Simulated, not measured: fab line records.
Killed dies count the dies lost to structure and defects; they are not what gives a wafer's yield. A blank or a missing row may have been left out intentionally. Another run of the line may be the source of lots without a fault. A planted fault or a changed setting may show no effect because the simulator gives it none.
Code-filled problem report in 8D (eight disciplines) form :: flow n5-finfet :: the parts of the form that need people (team, actions taken, sign-off) are left out

1. WHAT WENT WRONG
Mean of sort_bin_5_function at N5_PASSIVATION_PROBE_49: 32.5 % across 5 wafers in 3 lots; on wafers with no fault it is 5.2 % (standard deviation 0.86). That puts it +32 standard deviations away from the usual mean.
First seen on wafer L759.1, day 15 17:14, on prober-02. At this step, 9 wafers from 4 lots have a number in the record. By rule, "out" or "out of limits" means more than 4 standard deviations away from the usual mean. The other wafers with a number count as sound.

2. WHAT IT IS; WHAT IT IS NOT
question: which readings at this step
is: sort_bin_5_function, defect-limited-yield, killed-at-front-end, killed-dies, sort-n-pass, sort-yield-pct
is not: killed_at_M0_to_M3, killed-at-contacts, killed-at-other, killed-open, killed-short, sort_bin_4_leakage, sort_bin_6_memory

question: which lots
is: L759, L761, L762
is not: L745

question: which wafers of those lots
is: L759.1, L759.5, L761.1, L761.5, L762.1
is not: L762.2

question: read on which tools
is: prober-01, prober-02
is not: -

question: when
is: from day 15 17:14
is not: up to then (3 sound wafers); but 1 sound wafer of L762 came after

3. WHAT RULES OUT EACH SUSPECT
Counting: a tool at a process step up to the reading stays a suspect if it ran every lot that is out. Sound lots after the first of them don't rule it out here, since some wafers of a struck lot are sound.
- rie-diel-03 at N5_SD_EPI_N_ETCH_35 (etches SOC in N2/H2, overetch 108 nm, time 486 s): kept. Ran every lot that is out, first one L759 (day 7 07:44); last sound lot up to then L745 (day 3 20:13).
Remaining after the count: rie-diel-03 at N5_SD_EPI_N_ETCH_35.

4. THE CAUSE (what the simulator had put in)
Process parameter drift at N5_SD_EPI_N_ETCH_35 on rie-diel-03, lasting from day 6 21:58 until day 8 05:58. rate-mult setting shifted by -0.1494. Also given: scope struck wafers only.
After counting, this tool was the only one left.

5. THE EFFECT CHAIN, in route order
One row per reading whose mean, taken over the struck wafers that have a number, lies over 3 standard deviations from the usual. Readings are gone through only where the record gives a usual standard deviation; hours: the median, over the lots, of the time from a lot's start at the first step in this table giving one to that lot's start at this step; sigmas: the change measured in usual standard deviations.
hours: 0
step: N5_PASSIVATION_PROBE_49
reading: defect-limited-yield
usual: 91.1 %
on struck wafers: 63.7
change: -27.4
sigmas: -21

hours: 0
step: N5_PASSIVATION_PROBE_49
reading: killed-at-front-end
usual: 41
on struck wafers: 362
change: +321
sigmas: +29

hours: 0
step: N5_PASSIVATION_PROBE_49
reading: killed-dies
usual: 106
on struck wafers: 428
change: +322
sigmas: +21

hours: 0
step: N5_PASSIVATION_PROBE_49
reading: killed-on-rim
usual: 14
on struck wafers: 64
change: +50
sigmas: +14

hours: 0
step: N5_PASSIVATION_PROBE_49
reading: sort_bin_5_function
usual: 5.2 %
on struck wafers: 32.5
change: +27.3
sigmas: +32

hours: 0
step: N5_PASSIVATION_PROBE_49
reading: sort-n-pass
usual: 1074
on struck wafers: 752
change: -322
sigmas: -21

hours: 0
step: N5_PASSIVATION_PROBE_49
reading: sort-yield-pct
usual: 91.0 %
on struck wafers: 63.7
change: -27.3
sigmas: -21
Process steps it contains:
- N5_PASSIVATION_PROBE_49

6. HOW IT WOULD HAVE BEEN CAUGHT EARLIER
211 hours passed between the start of the fault at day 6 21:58 and the first reading out of limits in this record, taken at day 15 17:14.
Tool readings at N5_SD_EPI_N_ETCH_35 with a usual standard deviation given in the record: none out on any struck wafer, hence no alarm at a limit of 4 standard deviations on them.
By day 15 17:14 the whole set of lots that are out, 3 in number, had already begun N5_SD_EPI_N_ETCH_35 on rie-diel-03. Had the tool been put on hold then, not one of them would have been saved.
